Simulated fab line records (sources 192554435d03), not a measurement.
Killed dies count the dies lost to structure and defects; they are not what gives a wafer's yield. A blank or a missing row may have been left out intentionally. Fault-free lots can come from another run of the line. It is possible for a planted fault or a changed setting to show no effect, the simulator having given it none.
Which of the tools did it? :: flow n5-finfet :: Sampling: 24 lots, 72 wafers, 4 of 1938 route steps

== WHAT EACH GAUGE READ, for each wafer ==
N5_FIN_SAQP_THK_MEAS_05.
lot: L074
measured: day 1 22:38
on: film-metro-02
thk-nm (nm): 37.1 38.0 38.2

lot: L075
measured: day 2 04:00
on: film-metro-02
thk-nm (nm): 38.4 38.1 38.3

lot: L076
measured: day 2 09:09
on: film-metro-02
thk-nm (nm): 38.4 38.8 38.7

lot: L077
measured: day 2 15:41
on: film-metro-02
thk-nm (nm): 37.9 37.8 39.3

lot: L078
measured: day 2 21:17
on: film-metro-02
thk-nm (nm): 37.6 37.5 38.4

lot: L079
measured: day 3 03:37
on: film-metro-01
thk-nm (nm): 36.9 37.7 38.6

lot: L080
measured: day 3 09:41
on: film-metro-01
thk-nm (nm): 38.0 37.9 38.5

lot: L081
measured: day 3 15:52
on: film-metro-02
thk-nm (nm): 38.0 38.3 38.7

lot: L082
measured: day 3 21:09
on: film-metro-01
thk-nm (nm): 38.5 38.3 38.3

lot: L083
measured: day 4 03:43
on: film-metro-01
thk-nm (nm): 38.5 38.8 38.1

lot: L084
measured: day 4 09:24
on: film-metro-02
thk-nm (nm): 37.9 37.7 38.2

lot: L085
measured: day 4 17:19
on: film-metro-01
thk-nm (nm): 38.0 37.6 38.3

lot: L086
measured: day 4 21:34
on: film-metro-02
thk-nm (nm): 37.9 37.9 39.1

lot: L087
measured: day 5 03:08
on: film-metro-02
thk-nm (nm): 37.4 37.3 37.9

lot: L088
measured: day 5 09:31
on: film-metro-02
thk-nm (nm): 37.6 37.4 38.3

lot: L089
measured: day 5 14:49
on: film-metro-02
thk-nm (nm): 37.2 38.0 38.5

lot: L090
measured: day 5 20:47
on: film-metro-01
thk-nm (nm): 36.9 38.2 37.7

lot: L091
measured: day 6 05:06
on: film-metro-01
thk-nm (nm): 38.5 38.4 38.1

lot: L092
measured: day 6 10:49
on: film-metro-01
thk-nm (nm): 37.3 37.7 38.6

lot: L093
measured: day 6 17:37
on: film-metro-02
thk-nm (nm): 38.8 37.5 38.7

lot: L094
measured: day 6 21:12
on: film-metro-02
thk-nm (nm): 37.6 37.5 38.1

lot: L095
measured: day 7 03:28
on: film-metro-01
thk-nm (nm): 37.2 37.4 38.1

lot: L096
measured: day 7 10:17
on: film-metro-02
thk-nm (nm): 37.2 37.4 38.1

lot: L097
measured: day 7 15:32
on: film-metro-01
thk-nm (nm): 37.9 36.9 37.9

== EACH LOT AND THE TOOL THAT RAN IT (in order: tool; ch and the chambers of the sampled wafers; start) ==
lot: L074
N5_WELL_APT_RTA_34: rtp-anneal-02 ch 0, day 1 16:39
N5_PMOS_HMC_CHANNEL_EPI_DESCUM_14: rie-diel-01 ch 0,1,3, day 1 18:31
N5_PMOS_HMC_CHANNEL_EPI_EPI_26: epi-rpcvd-04 ch 0, day 1 20:54

lot: L075
N5_WELL_APT_RTA_34: rtp-anneal-02 ch 0, day 1 22:45
N5_PMOS_HMC_CHANNEL_EPI_DESCUM_14: rie-diel-01 ch 1,2,3, day 2 00:29
N5_PMOS_HMC_CHANNEL_EPI_EPI_26: epi-rpcvd-01 ch 0, day 2 03:00

lot: L076
N5_WELL_APT_RTA_34: rtp-anneal-02 ch 0, day 2 03:59
N5_PMOS_HMC_CHANNEL_EPI_DESCUM_14: rie-diel-04 ch 1,3, day 2 05:44
N5_PMOS_HMC_CHANNEL_EPI_EPI_26: epi-rpcvd-03 ch 0, day 2 08:10

lot: L077
N5_WELL_APT_RTA_34: rtp-anneal-01 ch 0, day 2 10:29
N5_PMOS_HMC_CHANNEL_EPI_DESCUM_14: rie-diel-04 ch 1,2,3, day 2 12:07
N5_PMOS_HMC_CHANNEL_EPI_EPI_26: epi-rpcvd-03 ch 0, day 2 14:32

lot: L078
N5_WELL_APT_RTA_34: rtp-anneal-01 ch 0, day 2 15:49
N5_PMOS_HMC_CHANNEL_EPI_DESCUM_14: rie-diel-03 ch 1,2,3, day 2 17:45
N5_PMOS_HMC_CHANNEL_EPI_EPI_26: epi-rpcvd-01 ch 0, day 2 20:08

lot: L079
N5_WELL_APT_RTA_34: rtp-anneal-01 ch 0, day 2 22:30
N5_PMOS_HMC_CHANNEL_EPI_DESCUM_14: rie-diel-04 ch 1,2, day 3 00:11
N5_PMOS_HMC_CHANNEL_EPI_EPI_26: epi-rpcvd-04 ch 0, day 3 02:33

lot: L080
N5_WELL_APT_RTA_34: rtp-anneal-02 ch 0, day 3 04:15
N5_PMOS_HMC_CHANNEL_EPI_DESCUM_14: rie-diel-04 ch 0,2,3, day 3 06:18
N5_PMOS_HMC_CHANNEL_EPI_EPI_26: epi-rpcvd-03 ch 0, day 3 08:43

lot: L081
N5_WELL_APT_RTA_34: rtp-anneal-02 ch 0, day 3 10:22
N5_PMOS_HMC_CHANNEL_EPI_DESCUM_14: rie-diel-01 ch 0,1,3, day 3 12:28
N5_PMOS_HMC_CHANNEL_EPI_EPI_26: epi-rpcvd-01 ch 0, day 3 14:55

lot: L082
N5_WELL_APT_RTA_34: rtp-anneal-02 ch 0, day 3 16:04
N5_PMOS_HMC_CHANNEL_EPI_DESCUM_14: rie-diel-04 ch 0,1,2, day 3 17:41
N5_PMOS_HMC_CHANNEL_EPI_EPI_26: epi-rpcvd-03 ch 0, day 3 20:04

lot: L083
N5_WELL_APT_RTA_34: rtp-anneal-02 ch 0, day 3 23:05
N5_PMOS_HMC_CHANNEL_EPI_DESCUM_14: rie-diel-04 ch 2,3, day 4 00:21
N5_PMOS_HMC_CHANNEL_EPI_EPI_26: epi-rpcvd-01 ch 0, day 4 02:52

lot: L084
N5_WELL_APT_RTA_34: rtp-anneal-01 ch 0, day 4 03:56
N5_PMOS_HMC_CHANNEL_EPI_DESCUM_14: rie-diel-03 ch 0,1,2, day 4 05:26
N5_PMOS_HMC_CHANNEL_EPI_EPI_26: epi-rpcvd-01 ch 0, day 4 08:16

lot: L085
N5_WELL_APT_RTA_34: rtp-anneal-02 ch 0, day 4 09:47
N5_PMOS_HMC_CHANNEL_EPI_DESCUM_14: rie-diel-01 ch 0,3, day 4 11:20
N5_PMOS_HMC_CHANNEL_EPI_EPI_26: epi-rpcvd-04 ch 0, day 4 14:22

lot: L086
N5_WELL_APT_RTA_34: rtp-anneal-02 ch 0, day 4 15:53
N5_PMOS_HMC_CHANNEL_EPI_DESCUM_14: rie-diel-01 ch 0,1,2, day 4 17:16
N5_PMOS_HMC_CHANNEL_EPI_EPI_26: epi-rpcvd-01 ch 0, day 4 20:37

lot: L087
N5_WELL_APT_RTA_34: rtp-anneal-01 ch 0, day 4 22:13
N5_PMOS_HMC_CHANNEL_EPI_DESCUM_14: rie-diel-01 ch 2,3, day 4 23:46
N5_PMOS_HMC_CHANNEL_EPI_EPI_26: epi-rpcvd-03 ch 0, day 5 02:11

lot: L088
N5_WELL_APT_RTA_34: rtp-anneal-02 ch 0, day 5 04:44
N5_PMOS_HMC_CHANNEL_EPI_DESCUM_14: rie-diel-01 ch 1,2,3, day 5 06:08
N5_PMOS_HMC_CHANNEL_EPI_EPI_26: epi-rpcvd-01 ch 0, day 5 08:30

lot: L089
N5_WELL_APT_RTA_34: rtp-anneal-02 ch 0, day 5 10:08
N5_PMOS_HMC_CHANNEL_EPI_DESCUM_14: rie-diel-03 ch 0,1, day 5 11:22
N5_PMOS_HMC_CHANNEL_EPI_EPI_26: epi-rpcvd-01 ch 0, day 5 13:50

lot: L090
N5_WELL_APT_RTA_34: rtp-anneal-02 ch 0, day 5 15:55
N5_PMOS_HMC_CHANNEL_EPI_DESCUM_14: rie-diel-01 ch 1,2,3, day 5 17:13
N5_PMOS_HMC_CHANNEL_EPI_EPI_26: epi-rpcvd-03 ch 0, day 5 19:41

lot: L091
N5_WELL_APT_RTA_34: rtp-anneal-02 ch 0, day 5 22:17
N5_PMOS_HMC_CHANNEL_EPI_DESCUM_14: rie-diel-01 ch 2,3, day 6 00:03
N5_PMOS_HMC_CHANNEL_EPI_EPI_26: epi-rpcvd-01 ch 0, day 6 04:08

lot: L092
N5_WELL_APT_RTA_34: rtp-anneal-02 ch 0, day 6 04:25
N5_PMOS_HMC_CHANNEL_EPI_DESCUM_14: rie-diel-03 ch 2,3, day 6 05:42
N5_PMOS_HMC_CHANNEL_EPI_EPI_26: epi-rpcvd-03 ch 0, day 6 09:43

lot: L093
N5_WELL_APT_RTA_34: rtp-anneal-02 ch 0, day 6 09:47
N5_PMOS_HMC_CHANNEL_EPI_DESCUM_14: rie-diel-01 ch 1,2,3, day 6 11:13
N5_PMOS_HMC_CHANNEL_EPI_EPI_26: epi-rpcvd-03 ch 0, day 6 16:10

lot: L094
N5_WELL_APT_RTA_34: rtp-anneal-02 ch 0, day 6 16:08
N5_PMOS_HMC_CHANNEL_EPI_DESCUM_14: rie-diel-03 ch 0,1,3, day 6 17:44
N5_PMOS_HMC_CHANNEL_EPI_EPI_26: epi-rpcvd-03 ch 0, day 6 20:10

lot: L095
N5_WELL_APT_RTA_34: rtp-anneal-02 ch 0, day 6 21:50
N5_PMOS_HMC_CHANNEL_EPI_DESCUM_14: rie-diel-03 ch 0,3, day 6 23:35
N5_PMOS_HMC_CHANNEL_EPI_EPI_26: epi-rpcvd-04 ch 0, day 7 01:58

lot: L096
N5_WELL_APT_RTA_34: rtp-anneal-02 ch 0, day 7 03:51
N5_PMOS_HMC_CHANNEL_EPI_DESCUM_14: rie-diel-01 ch 1,3, day 7 05:16
N5_PMOS_HMC_CHANNEL_EPI_EPI_26: epi-rpcvd-01 ch 0, day 7 09:17

lot: L097
N5_WELL_APT_RTA_34: rtp-anneal-01 ch 0, day 7 09:44
N5_PMOS_HMC_CHANNEL_EPI_DESCUM_14: rie-diel-04 ch 0,1, day 7 11:11
N5_PMOS_HMC_CHANNEL_EPI_EPI_26: epi-rpcvd-01 ch 0, day 7 14:32
- N5_WELL_APT_RTA_34: time 10 s.
- N5_PMOS_HMC_CHANNEL_EPI_DESCUM_14: chemistry O2, time 7.9 s.
- N5_PMOS_HMC_CHANNEL_EPI_EPI_26: deposits Si from SiH4/H2, target thk 3.8 nm, time 22.7 s.

== WHAT THE TOOLS THEMSELVES READ (means of the sampled wafers that have a number; where no wafer has one, the mark that the record gives instead) ==
N5_WELL_APT_RTA_34.
lot: L074
tool: rtp-anneal-02
lamp-power-pct (%): 13.00
lamp_zone_2_pct (%): 13.010
wafer_temp_C_max: 1003.3

lot: L075
tool: rtp-anneal-02
lamp-power-pct (%): 12.96
lamp_zone_2_pct (%): 13.031
wafer_temp_C_max: 1004.6

lot: L076
tool: rtp-anneal-02
lamp-power-pct (%): 13.02
lamp_zone_2_pct (%): 12.997
wafer_temp_C_max: 1002.9

lot: L077
tool: rtp-anneal-01
lamp-power-pct (%): 12.99
lamp_zone_2_pct (%): 12.971
wafer_temp_C_max: 1002.8

lot: L078
tool: rtp-anneal-01
lamp-power-pct (%): 13.01
lamp_zone_2_pct (%): 13.005
wafer_temp_C_max: 1003.7

lot: L079
tool: rtp-anneal-01
lamp-power-pct (%): 13.09
lamp_zone_2_pct (%): 12.997
wafer_temp_C_max: 1002.5

lot: L080
tool: rtp-anneal-02
lamp-power-pct (%): 13.02
lamp_zone_2_pct (%): 12.995
wafer_temp_C_max: 1004.5

lot: L081
tool: rtp-anneal-02
lamp-power-pct (%): 12.97
lamp_zone_2_pct (%): 13.005
wafer_temp_C_max: 1003.2

lot: L082
tool: rtp-anneal-02
lamp-power-pct (%): 13.00
lamp_zone_2_pct (%): 13.007
wafer_temp_C_max: 1003.7

lot: L083
tool: rtp-anneal-02
lamp-power-pct (%): 12.96
lamp_zone_2_pct (%): 13.014
wafer_temp_C_max: 1003.7

lot: L084
tool: rtp-anneal-01
lamp-power-pct (%): 13.02
lamp_zone_2_pct (%): 12.997
wafer_temp_C_max: 1004.7

lot: L085
tool: rtp-anneal-02
lamp-power-pct (%): 13.04
lamp_zone_2_pct (%): 13.019
wafer_temp_C_max: 1004.4

lot: L086
tool: rtp-anneal-02
lamp-power-pct (%): 13.01
lamp_zone_2_pct (%): 13.002
wafer_temp_C_max: 1003.8

lot: L087
tool: rtp-anneal-01
lamp-power-pct (%): 12.98
lamp_zone_2_pct (%): 12.981
wafer_temp_C_max: 1003.7

lot: L088
tool: rtp-anneal-02
lamp-power-pct (%): 12.98
lamp_zone_2_pct (%): 12.964
wafer_temp_C_max: 1003.0

lot: L089
tool: rtp-anneal-02
lamp-power-pct (%): 13.01
lamp_zone_2_pct (%): 13.013
wafer_temp_C_max: 1003.0

lot: L090
tool: rtp-anneal-02
lamp-power-pct (%): 13.05
lamp_zone_2_pct (%): 12.990
wafer_temp_C_max: 1003.5

lot: L091
tool: rtp-anneal-02
lamp-power-pct (%): 13.02
lamp_zone_2_pct (%): 13.016
wafer_temp_C_max: 1003.4

lot: L092
tool: rtp-anneal-02
lamp-power-pct (%): 12.98
lamp_zone_2_pct (%): 12.977
wafer_temp_C_max: 1004.1

lot: L093
tool: rtp-anneal-02
lamp-power-pct (%): 13.03
lamp_zone_2_pct (%): 13.000
wafer_temp_C_max: 1003.8

lot: L094
tool: rtp-anneal-02
lamp-power-pct (%): 12.98
lamp_zone_2_pct (%): 12.991
wafer_temp_C_max: 1003.4

lot: L095
tool: rtp-anneal-02
lamp-power-pct (%): 13.02
lamp_zone_2_pct (%): 13.001
wafer_temp_C_max: 1002.3

lot: L096
tool: rtp-anneal-02
lamp-power-pct (%): 13.02
lamp_zone_2_pct (%): 12.986
wafer_temp_C_max: 1003.5

lot: L097
tool: rtp-anneal-01
lamp-power-pct (%): 12.95
lamp_zone_2_pct (%): 12.991
wafer_temp_C_max: 1004.3

N5_PMOS_HMC_CHANNEL_EPI_DESCUM_14.
lot: L074
tool: rie-diel-01
drypump-motor-current-A (A): 5.8
oes-product-au (a.u.): 0.84
rf-vpp-V (V): 242.6
showerhead-plenum-p-Torr (Torr): 2.07
throttle-valve-pct (%): 20.41

lot: L075
tool: rie-diel-01
drypump-motor-current-A (A): 6.0
oes-product-au (a.u.): 0.78
rf-vpp-V (V): 242.6
showerhead-plenum-p-Torr (Torr): 2.08
throttle-valve-pct (%): 20.50

lot: L076
tool: rie-diel-04
drypump-motor-current-A (A): 5.2
oes-product-au (a.u.): 0.88
rf-vpp-V (V): 243.1
showerhead-plenum-p-Torr (Torr): 2.10
throttle-valve-pct (%): 20.02

lot: L077
tool: rie-diel-04
drypump-motor-current-A (A): 5.6
oes-product-au (a.u.): 0.84
rf-vpp-V (V): 242.3
showerhead-plenum-p-Torr (Torr): 2.07
throttle-valve-pct (%): 20.18

lot: L078
tool: rie-diel-03
drypump-motor-current-A (A): 5.6
oes-product-au (a.u.): 0.80
rf-vpp-V (V): 242.8
showerhead-plenum-p-Torr (Torr): 2.13
throttle-valve-pct (%): 20.39

lot: L079
tool: rie-diel-04
drypump-motor-current-A (A): 5.8
oes-product-au (a.u.): 0.88
rf-vpp-V (V): 242.5
showerhead-plenum-p-Torr (Torr): 2.05
throttle-valve-pct (%): 20.36

lot: L080
tool: rie-diel-04
drypump-motor-current-A (A): 5.6
oes-product-au (a.u.): 0.81
rf-vpp-V (V): 244.2
showerhead-plenum-p-Torr (Torr): 2.08
throttle-valve-pct (%): 20.29

lot: L081
tool: rie-diel-01
drypump-motor-current-A (A): 5.8
oes-product-au (a.u.): 0.82
rf-vpp-V (V): 242.2
showerhead-plenum-p-Torr (Torr): 2.07
throttle-valve-pct (%): 20.41

lot: L082
tool: rie-diel-04
drypump-motor-current-A (A): 5.8
oes-product-au (a.u.): 0.84
rf-vpp-V (V): 242.1
showerhead-plenum-p-Torr (Torr): 2.07
throttle-valve-pct (%): 20.45

lot: L083
tool: rie-diel-04
drypump-motor-current-A (A): 5.3
oes-product-au (a.u.): 0.79
rf-vpp-V (V): 242.2
showerhead-plenum-p-Torr (Torr): 2.06
throttle-valve-pct (%): 20.07

lot: L084
tool: rie-diel-03
drypump-motor-current-A (A): 5.6
oes-product-au (a.u.): 0.85
rf-vpp-V (V): 243.7
showerhead-plenum-p-Torr (Torr): 2.17
throttle-valve-pct (%): 20.42

lot: L085
tool: rie-diel-01
drypump-motor-current-A (A): 5.7
oes-product-au (a.u.): 0.83
rf-vpp-V (V): 242.3
showerhead-plenum-p-Torr (Torr): 2.05
throttle-valve-pct (%): 20.35

lot: L086
tool: rie-diel-01
drypump-motor-current-A (A): 6.0
oes-product-au (a.u.): 0.80
rf-vpp-V (V): 242.7
showerhead-plenum-p-Torr (Torr): 2.12
throttle-valve-pct (%): 20.46

lot: L087
tool: rie-diel-01
drypump-motor-current-A (A): 6.2
oes-product-au (a.u.): 0.77
rf-vpp-V (V): 243.8
showerhead-plenum-p-Torr (Torr): 2.13
throttle-valve-pct (%): 20.45

lot: L088
tool: rie-diel-01
drypump-motor-current-A (A): 6.0
oes-product-au (a.u.): 0.75
rf-vpp-V (V): 243.8
showerhead-plenum-p-Torr (Torr): 2.07
throttle-valve-pct (%): 20.52

lot: L089
tool: rie-diel-03
drypump-motor-current-A (A): 5.6
oes-product-au (a.u.): 0.89
rf-vpp-V (V): 244.8
showerhead-plenum-p-Torr (Torr): 2.18
throttle-valve-pct (%): 20.41

lot: L090
tool: rie-diel-01
drypump-motor-current-A (A): 6.0
oes-product-au (a.u.): 0.76
rf-vpp-V (V): 243.0
showerhead-plenum-p-Torr (Torr): 2.07
throttle-valve-pct (%): 20.53

lot: L091
tool: rie-diel-01
drypump-motor-current-A (A): 6.1
oes-product-au (a.u.): 0.76
rf-vpp-V (V): 243.9
showerhead-plenum-p-Torr (Torr): 2.13
throttle-valve-pct (%): 20.46

lot: L092
tool: rie-diel-03
drypump-motor-current-A (A): 5.8
oes-product-au (a.u.): 0.73
rf-vpp-V (V): 243.5
showerhead-plenum-p-Torr (Torr): 2.11
throttle-valve-pct (%): 20.59

lot: L093
tool: rie-diel-01
drypump-motor-current-A (A): 6.0
oes-product-au (a.u.): 0.76
rf-vpp-V (V): 242.0
showerhead-plenum-p-Torr (Torr): 2.07
throttle-valve-pct (%): 20.54

lot: L094
tool: rie-diel-03
drypump-motor-current-A (A): 5.7
oes-product-au (a.u.): 0.81
rf-vpp-V (V): 243.8
showerhead-plenum-p-Torr (Torr): 2.13
throttle-valve-pct (%): 20.42

lot: L095
tool: rie-diel-03
drypump-motor-current-A (A): 5.8
oes-product-au (a.u.): 0.77
rf-vpp-V (V): 243.7
showerhead-plenum-p-Torr (Torr): 2.12
throttle-valve-pct (%): 20.56

lot: L096
tool: rie-diel-01
drypump-motor-current-A (A): 5.8
oes-product-au (a.u.): 0.75
rf-vpp-V (V): 242.2
showerhead-plenum-p-Torr (Torr): 2.00
throttle-valve-pct (%): 20.53

lot: L097
tool: rie-diel-04
drypump-motor-current-A (A): 5.7
oes-product-au (a.u.): 0.84
rf-vpp-V (V): 242.8
showerhead-plenum-p-Torr (Torr): 2.12
throttle-valve-pct (%): 20.53

N5_PMOS_HMC_CHANNEL_EPI_EPI_26.
lot: L074
tool: epi-rpcvd-04
susceptor_temp_C_max: 651.4
throttle-valve-pct (%): 10.9

lot: L075
tool: epi-rpcvd-01
susceptor_temp_C_max: 651.3
throttle-valve-pct (%): 11.1

lot: L076
tool: epi-rpcvd-03
susceptor_temp_C_max: 651.7
throttle-valve-pct (%): 11.5

lot: L077
tool: epi-rpcvd-03
susceptor_temp_C_max: 652.4
throttle-valve-pct (%): 11.4

lot: L078
tool: epi-rpcvd-01
susceptor_temp_C_max: 651.8
throttle-valve-pct (%): 11.0

lot: L079
tool: epi-rpcvd-04
susceptor_temp_C_max: 651.0
throttle-valve-pct (%): 11.0

lot: L080
tool: epi-rpcvd-03
susceptor_temp_C_max: 651.9
throttle-valve-pct (%): 11.4

lot: L081
tool: epi-rpcvd-01
susceptor_temp_C_max: 652.0
throttle-valve-pct (%): 11.0

lot: L082
tool: epi-rpcvd-03
susceptor_temp_C_max: 651.9
throttle-valve-pct (%): 11.4

lot: L083
tool: epi-rpcvd-01
susceptor_temp_C_max: 651.3
throttle-valve-pct (%): 10.8

lot: L084
tool: epi-rpcvd-01
susceptor_temp_C_max: 651.9
throttle-valve-pct (%): 11.1

lot: L085
tool: epi-rpcvd-04
susceptor_temp_C_max: 651.4
throttle-valve-pct (%): 10.9

lot: L086
tool: epi-rpcvd-01
susceptor_temp_C_max: 651.8
throttle-valve-pct (%): 11.0

lot: L087
tool: epi-rpcvd-03
susceptor_temp_C_max: 651.7
throttle-valve-pct (%): 11.6

lot: L088
tool: epi-rpcvd-01
susceptor_temp_C_max: 652.7
throttle-valve-pct (%): 10.9

lot: L089
tool: epi-rpcvd-01
susceptor_temp_C_max: 651.9
throttle-valve-pct (%): 11.1

lot: L090
tool: epi-rpcvd-03
susceptor_temp_C_max: 652.2
throttle-valve-pct (%): 11.6

lot: L091
tool: epi-rpcvd-01
susceptor_temp_C_max: 651.6
throttle-valve-pct (%): 11.1

lot: L092
tool: epi-rpcvd-03
susceptor_temp_C_max: 651.7
throttle-valve-pct (%): 11.6

lot: L093
tool: epi-rpcvd-03
susceptor_temp_C_max: 652.0
throttle-valve-pct (%): 11.5

lot: L094
tool: epi-rpcvd-03
susceptor_temp_C_max: 652.3
throttle-valve-pct (%): 11.6

lot: L095
tool: epi-rpcvd-04
susceptor_temp_C_max: 651.1
throttle-valve-pct (%): 11.0

lot: L096
tool: epi-rpcvd-01
susceptor_temp_C_max: 652.4
throttle-valve-pct (%): 11.0

lot: L097
tool: epi-rpcvd-01
susceptor_temp_C_max: 651.7
throttle-valve-pct (%): 11.0

== THE ANSWER, worked out from the rows above alone ==
Rule: the lots themselves supply what counts as usual. The widest of any qualifying gaps counts: lots, ordered by their means at a reading, are off when they make up no more than a third of the lots, leave a main group of 4 or more, and stand apart from it by 3 or more times the standard deviation of that group's means. A main group is skipped when, at the precision printed for the reading in the tables above, its means are all equal. A lot without any number at a reading at which 4 lots or more have one is off too. Any other lot the step has rows for is counted as sound. After the gauges, taken in route order, come the tools' own readings; for these a lot's mean is taken, as printed above. At the first step where some lot is off, the reading lying furthest off is the one used; lots without a number count as furthest.
Across all readings shown, no lot is off: no conclusion can be drawn from this.

== WHAT THE SIMULATOR PUT IN ==
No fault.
